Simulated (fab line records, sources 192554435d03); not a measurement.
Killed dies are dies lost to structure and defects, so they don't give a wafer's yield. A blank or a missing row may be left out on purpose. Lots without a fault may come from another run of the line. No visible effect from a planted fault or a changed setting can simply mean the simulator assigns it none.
Comparing a struck lot with a sound one ; flow n5Finfet ; 14 out of 1938 route steps
Sound: these wafers, L793.1, L793.3, L793.5. Struck: wafers L790.1, L790.4. (L790.3 of the same lot was not struck and is left out.) The cause comes at the end.
Per side, at each step with rows, come the tool, then ch with its chambers, and then its first start. Under that, the readings that differ: sound wafers ; struck wafers ; difference of the means ; sigmas: that difference in standard deviations of wafers without a fault.
alike: readings with means less than 2 such deviations apart, plus words and numbers identical on both sides. not compared: withheld readings, readings lacking a value on some wafer, bounds such as >300 that could conceal the same value, and numbers that have no deviation in the record and whose values overlap.
A row with sigmas, a row that says differs or no value, or rows on one side alone: a step with any of these is where the two part. Numbers that don't overlap but have no deviation are shown without sigmas and don't part them. Lack of a reading on every wafer of one side parts them only where that side has two or more wafers.

N5_HKMG_FIN_CMP_94: polishes, stops on SiNx, t overpolish 4.7 s, target thk 43.299 nm.
  sound on cmp-03 ch 1,2, day 8 10:28; struck on cmp-03 ch 0,3, day 7 15:52
  alike: motorCurrentA, slurryFlowMlMin
N5_HKMG_FIN_INSPECT_28: inspects for defects (darkfield).
  struck on defectInspect-02, day 7 16:05; sound on defectInspect-02, day 8 10:41
  alike: rawDefectCount
N5_GATE_CUT_ETCHBACK_00: etches W in SF6/Cl2.
  sound on rieMetal-03 ch 0,1, day 8 10:43; struck on rieMetal-01 ch 1, day 7 16:07
  alike: drypumpMotorCurrentA, heBacksideLeakSccm, oesProductAu, throttleValvePct
  not compared: rfHoursCounterH
then, 3 steps without rows for these wafers: N5_GATE_CUT_ETCH_56 (etches TiN in Cl2/Ar, target depth 21.6 nm); N5_GATE_CUT_ETCHBACK_30 (etches TiN in Cl2/Ar, target depth 3 nm); N5_GATE_CUT_VAPOR_ETCH_60 (etches HfO2 in BCl3/Cl2).
N5_GATE_CUT_ETCH_58: etches SiNx in CH3F/O2, target depth 17 nm, time 128.6 s.
  sound on rieDiel-06 ch 2,3, day 8 11:02; struck on rieDiel-01 ch 1,2, day 7 16:25
  alike: drypumpMotorCurrentA, oesProductAu, rfVppV, showerheadPlenumPTorr, throttleValvePct
  not compared: rfHoursCounterH
N5_GATE_CUT_STRIP_59: strips in N2/H2, time 20 s.
  sound on rieDiel-06 ch 2,3, day 8 11:09; struck on rieDiel-01 ch 1,2, day 7 16:31
  alike: drypumpMotorCurrentA, h2FlowSccm, oesProductAu, rfVppV, showerheadPlenumPTorr, throttleValvePct
  not compared: rfHoursCounterH
then, 2 steps without rows for these wafers: N5_GATE_CUT_PRECLEAN_31 (cleans in DIW, time 300 s); N5_GATE_CUT_SRD_32 (time 30 s).
N5_GATE_CUT_SAC_CAP_01: material SiNx, target thk 24 nm, pulse time 1 s, ald cycles 480.
  sound on aldSin-02 ch 1,3, day 8 11:22; struck on aldSin-01 ch 0,1, day 7 16:44
  alike: heaterPowerW, precursorPulseHeightRel
N5_GATE_CUT_PECVD_57: deposits SiNx from SiH4/NH3/N2, target thk 21 nm.
  sound on pecvd-04 ch 0,1, day 8 13:33; struck on pecvd-01 ch 0, day 7 18:55
reading;sound;struck;difference;sigmas
throttleValvePct (%);40.2 41.0 40.1;36.4 36.4;-4.0;-2
model.SiNx_of_GATE_CUT_PECVD_57.thkNm (nm);20.8 20.8 21.2;38.8 39;+18.0;
  alike: heaterPowerW, showerheadPlenumPTorr
N5_GATE_CUT_CMP_02: polishes, stops on SiO2, t overpolish 12.7 s, target thk 0 nm.
  sound on cmp-03 ch 1,2, day 8 13:40; struck on cmp-01 ch 1,2, day 7 19:01
reading;sound;struck;difference;sigmas
timeToEndpointS (s);20.5 19.8 23.6;41.4 43.0;+20.9;+8
  alike: motorCurrentA, slurryFlowMlMin
-- a jump in the record: the struck wafers' starts before and after are 8 days apart (it breaks off in module GATE_CUT and resumes in module PASSIVATION, where the first step shown is number 1936 of the route) --
N5_PASSIVATION_PROBE_49:
  struck on prober-02, day 15 14:47; sound on prober-02, day 16 20:39
  alike: defectLimitedYield, killed_at_M0_to_M3, killed_at_M4_up, killedAtContacts, killedAtFrontEnd, killedAtOther, killedDies, killedOpen, killedShort, sort_bin_5_function, sort_bin_6_memory, sort_bin_8_speed, sortNPass, sortYieldPct

WHERE THEY PART
At N5_GATE_CUT_PECVD_57 first; at N5_GATE_CUT_CMP_02 last (within this record only). Later steps at which nothing parts them and some readings are alike: N5_PASSIVATION_PROBE_49.

WHY: the cause the simulator had injected
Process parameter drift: pecvd-01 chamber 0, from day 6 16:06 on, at N5_GATE_CUT_PECVD_57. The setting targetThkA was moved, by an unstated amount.
